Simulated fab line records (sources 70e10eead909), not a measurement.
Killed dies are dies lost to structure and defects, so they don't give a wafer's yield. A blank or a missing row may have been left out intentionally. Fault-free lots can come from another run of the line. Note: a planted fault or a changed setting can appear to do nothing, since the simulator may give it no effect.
Chamber matching || flow nand-harc || rie-diel-05 running NHARC_P_M0_ETCH_34: 4 sister chambers
The step etches the open film in N2/H2, target depth 40 nm, overetch 12 nm, time 43.94 s. 14 wafers are shown with their chamber, then 7 later ones without.

## WAFERS PAIRED WITH THEIR CHAMBERS
{"wafer": "L074.1", "chamber": 2, "showerhead-plenum-p-Torr (Torr)": 1.94, "rf-vpp-V (V)": 427.1, "throttle-valve-pct (%)": 14.167}
{"wafer": "L074.5", "chamber": 0, "showerhead-plenum-p-Torr (Torr)": 2.02, "rf-vpp-V (V)": 429.9, "throttle-valve-pct (%)": 14.177}
{"wafer": "L074.6", "chamber": 1, "showerhead-plenum-p-Torr (Torr)": 2.02, "rf-vpp-V (V)": 430.9, "throttle-valve-pct (%)": 14.160}
{"wafer": "L075.2", "chamber": 3, "showerhead-plenum-p-Torr (Torr)": 2.06, "rf-vpp-V (V)": 431.7, "throttle-valve-pct (%)": 14.181}
{"wafer": "L075.3", "chamber": 0, "showerhead-plenum-p-Torr (Torr)": 2.02, "rf-vpp-V (V)": 431.7, "throttle-valve-pct (%)": 14.167}
{"wafer": "L075.6", "chamber": 3, "showerhead-plenum-p-Torr (Torr)": 2.06, "rf-vpp-V (V)": 430.4, "throttle-valve-pct (%)": 14.170}
{"wafer": "L080.1", "chamber": 3, "showerhead-plenum-p-Torr (Torr)": 2.06, "rf-vpp-V (V)": 431.1, "throttle-valve-pct (%)": 14.178}
{"wafer": "L080.2", "chamber": 0, "showerhead-plenum-p-Torr (Torr)": 2.02, "rf-vpp-V (V)": 430.6, "throttle-valve-pct (%)": 14.175}
{"wafer": "L080.4", "chamber": 1, "showerhead-plenum-p-Torr (Torr)": 2.02, "rf-vpp-V (V)": 428.4, "throttle-valve-pct (%)": 14.171}
{"wafer": "L087.4", "chamber": 1, "showerhead-plenum-p-Torr (Torr)": 2.02, "rf-vpp-V (V)": 431.9, "throttle-valve-pct (%)": 14.164}
{"wafer": "L087.5", "chamber": 3, "showerhead-plenum-p-Torr (Torr)": 2.06, "rf-vpp-V (V)": 432.2, "throttle-valve-pct (%)": 14.166}
{"wafer": "L087.6", "chamber": 2, "showerhead-plenum-p-Torr (Torr)": 1.93, "rf-vpp-V (V)": 427.3, "throttle-valve-pct (%)": 14.162}
{"wafer": "L090.1", "chamber": 3, "showerhead-plenum-p-Torr (Torr)": 2.06, "rf-vpp-V (V)": 432.1, "throttle-valve-pct (%)": 14.180}
{"wafer": "L090.2", "chamber": 1, "showerhead-plenum-p-Torr (Torr)": 2.02, "rf-vpp-V (V)": 429.6, "throttle-valve-pct (%)": 14.176}

SIGNATURES (means of the wafers above)
{"reading": "showerhead-plenum-p-Torr", "chamber 0": 2.0200, "chamber 1": 2.0200, "chamber 2": 1.9350, "chamber 3": 2.0600, "scatter within a chamber": 0.00224}
{"reading": "rf-vpp-V", "chamber 0": 430.733, "chamber 1": 430.200, "chamber 2": 427.200, "chamber 3": 431.500, "scatter within a chamber": 1.04}
{"reading": "throttle-valve-pct", "chamber 0": 14.17300, "chamber 1": 14.16775, "chamber 2": 14.16450, "chamber 3": 14.17500, "scatter within a chamber": 0.0063}
Rule: a wafer's distance from a chamber is the root of the sum, over the readings, of the square of ((its reading less the chamber's mean) divided by the reading's scatter). The wafer belongs to the nearest chamber; if the next one is less than 2 further off, it can't be placed. The scatter is the square root of a quotient: the sum, over the shown wafers, of each reading's squared deviation from its chamber's mean, divided by wafers minus chambers.

## WAFERS WITH NO CHAMBER GIVEN
{"wafer": "L090.5", "showerhead-plenum-p-Torr (Torr)": 2.06, "rf-vpp-V (V)": 431.4, "throttle-valve-pct (%)": 14.176}
{"wafer": "L089.2", "showerhead-plenum-p-Torr (Torr)": 2.02, "rf-vpp-V (V)": 429.3, "throttle-valve-pct (%)": 14.165}
{"wafer": "L089.3", "showerhead-plenum-p-Torr (Torr)": 2.02, "rf-vpp-V (V)": 430.1, "throttle-valve-pct (%)": 14.196}
{"wafer": "L089.6", "showerhead-plenum-p-Torr (Torr)": 2.02, "rf-vpp-V (V)": 430.5, "throttle-valve-pct (%)": 14.164}
{"wafer": "L095.1", "showerhead-plenum-p-Torr (Torr)": 2.02, "rf-vpp-V (V)": 430.7, "throttle-valve-pct (%)": 14.159}
{"wafer": "L095.2", "showerhead-plenum-p-Torr (Torr)": 1.93, "rf-vpp-V (V)": 428.9, "throttle-valve-pct (%)": 14.168}
{"wafer": "L095.6", "showerhead-plenum-p-Torr (Torr)": 1.93, "rf-vpp-V (V)": 428.3, "throttle-valve-pct (%)": 14.176}

## THE CHAMBER EACH PASSED THROUGH
{"wafer": "L090.5", "from the rows above": 3, "in truth": 3}
{"wafer": "L089.2", "from the rows above": "can't be placed: 1 or 0", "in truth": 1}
{"wafer": "L089.3", "from the rows above": "can't be placed: 0 or 1", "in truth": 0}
{"wafer": "L089.6", "from the rows above": "can't be placed: 1 or 0", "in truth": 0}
{"wafer": "L095.1", "from the rows above": "can't be placed: 1 or 0", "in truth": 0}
{"wafer": "L095.2", "from the rows above": 2, "in truth": 2}
{"wafer": "L095.6", "from the rows above": 2, "in truth": 2}
Correct placement for 3 of the 7. Unplaceable from these rows: 4, with the true chamber sitting among the candidates in 4. 0 placed wrongly.
